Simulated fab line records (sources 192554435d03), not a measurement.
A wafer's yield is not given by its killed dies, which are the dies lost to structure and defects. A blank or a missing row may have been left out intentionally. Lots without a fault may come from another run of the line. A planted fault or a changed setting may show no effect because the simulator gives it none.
Split-lot trial -- flow n5_finfet -- 7 lots, 21 wafers read, on a route of 1938 steps

## THE SPLIT
At N5_BEOL_M1_COAT_05 (resist thk 30 nm), the setting spin_rpm was moved away from the recipe's 1500 rpm on 7 of the 21 wafers read, by -7.0% to +10.3%. All remaining wafers had this setting at the recipe value.

The split's own step is where the reading is taken.

## THE READING
CAR-EUV_of_BEOL_M1_COAT_05.thk_nm (the simulator's own value, which no gauge read), in nm, at N5_BEOL_M1_COAT_05 (resist thk 30 nm). There is no usual value for it anywhere in the file. Across the 14 wafers here that went through the recipe, the average is 30.0 nm and the standard deviation 0.12 nm.

wafer,"tool, chamber at the split","spin_rpm as run, rpm",against the recipe,"CAR-EUV_of_BEOL_M1_COAT_05.thk_nm, nm",against lot-mates on the recipe
L081.1,"litho_track-05, 0",1500,recipe,30,-
L081.3,"litho_track-05, 0",1500,recipe,30,-
L081.6,"litho_track-05, 0",1654,+10.3%,28.6,-1.4
L086.2,"litho_track-02, 0",1500,recipe,30.2,-
L086.5,"litho_track-02, 0",1500,recipe,30.2,-
L086.6,"litho_track-02, 0",1500,recipe,30,-
L087.3,"litho_track-05, 0",1395,-7.0%,31.2,+1.2
L087.4,"litho_track-05, 0",1500,recipe,30,-
L087.5,"litho_track-05, 0",1395,-7.0%,31,+1.0
L093.1,"litho_track-04, 0",1563,+4.2%,29.4,-0.6
L093.3,"litho_track-04, 0",1563,+4.2%,29.4,-0.6
L093.4,"litho_track-04, 0",1500,recipe,30,-
L094.2,"litho_track-02, 0",1500,recipe,30,-
L094.3,"litho_track-02, 0",1500,recipe,30,-
L094.4,"litho_track-02, 0",1582,+5.5%,29.2,-0.8
L095.1,"litho_track-05, 0",1500,recipe,29.8,-
L095.3,"litho_track-05, 0",1500,recipe,29.8,-
L095.4,"litho_track-05, 0",1500,recipe,29.8,-
L097.1,"litho_track-05, 0",1500,recipe,30,-
L097.4,"litho_track-05, 0",1500,recipe,30,-
L097.2,"litho_track-05, 0",1617,+7.8%,29,-1.0

FIT RESULTS
A straight line over all 21 wafers: CAR-EUV_of_BEOL_M1_COAT_05.thk_nm changes by -0.143 nm for each +1% of spin_rpm; r = -0.98; the points scatter about the line by 0.12 nm.
The same after taking each lot's own level away (the mean of its wafers on the recipe; 21 wafers): -0.144 nm for each +1%; r = -0.99; scatter 0.064 nm.
Per that fit: largest spin_rpm move, reading shift of 1.5 nm.
The span of the lots' own levels, 29.80 to 30.13 nm, comes to 2.8 times the standard deviation stated above.
Hence the lot-to-lot level has little effect on the slope; both slopes agree.
Check: for one of the wafers moved furthest among these (+10.3%), held out of the fit, the line's prediction against its lot-mates is -1.48 nm. Against them it came out at -1.4 nm.

## FURTHER SPLITS ON THESE WAFERS
Note: prior to the reading, these wafers also went through further splits. Each is held against what the fit with the lots' levels taken away leaves over:
other split on the same wafers,wafers away from the commonest value,r with CAR-EUV_of_BEOL_M1_COAT_05.thk_nm (lot level and that fit taken away)
N5_MOL_CONTACT_COAG_EXPOSE_05 dose_mj,8,+0.04
N5_BEOL_M0_SAQP_HM_DEP_02 target_thk_a,5,+0.38
N5_BEOL_M0_SAQP_COAT_82 spin_rpm,6,+0.06
N5_BEOL_M0_SAQP_SPACER1_ALD_98 temp_c,8,+0.20
N5_BEOL_M1_PECVD_72 time_s,11,+0.16

## FILE'S OWN FIT
CAR-EUV_of_BEOL_M1_COAT_05.thk_nm changes by -0.14 nm for each +1% of spin_rpm, r = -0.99.
